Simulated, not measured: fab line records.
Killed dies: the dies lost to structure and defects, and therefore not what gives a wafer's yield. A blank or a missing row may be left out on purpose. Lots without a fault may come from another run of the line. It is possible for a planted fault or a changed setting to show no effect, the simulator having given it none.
Chamber matching -- flow n5_finfet -- N5_ZERO_LAYER_PECVD_02 on pecvd-03: 3 sister chambers
The step deposits SiO2 from SiH4/N2O, target thk 10 nm, time 6 s. 3 wafers are shown with their chamber, then 7 later ones without.

## WAFERS, EACH WITH ITS CHAMBER
wafer,chamber,showerhead_plenum_p_Torr (Torr)
L090.5,2,8.10
L090.6,1,8.26
L093.4,0,8.09

## WAFERS WHOSE CHAMBER IS MISSING
wafer,showerhead_plenum_p_Torr (Torr)
L093.6,8.08
L096.1,8.07
L096.2,8.11
L096.6,8.09
L097.1,8.27
L097.3,8.11
L097.5,8.08

## WHICH CHAMBER EACH WENT THROUGH
wafer,from the rows above,in truth
L093.6,can't be placed: 0 or 2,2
L096.1,can't be placed: 0 or 2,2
L096.2,can't be placed: 2 or 0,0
L096.6,can't be placed: 0 or 2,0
L097.1,1,1
L097.3,can't be placed: 2 or 0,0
L097.5,can't be placed: 0 or 2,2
Placed correctly: 1 of 7. Can't be placed from these rows: 6 (the true chamber is among the candidates in 6). Placed wrongly: 0.
How it was worked out, from the rows above alone: a wafer's distance from a chamber is the root of the sum, over the readings, of the square of ((its reading less the chamber's mean) divided by the reading's scatter). If the next closest chamber is less than 2 further off than the closest, the wafer can't be placed; otherwise it belongs to the closest. The mean given for a chamber averages the wafers shown for that chamber. The scatter: root of mean squared gap, hidden wafer to nearest shown wafer, with one shown wafer a chamber.
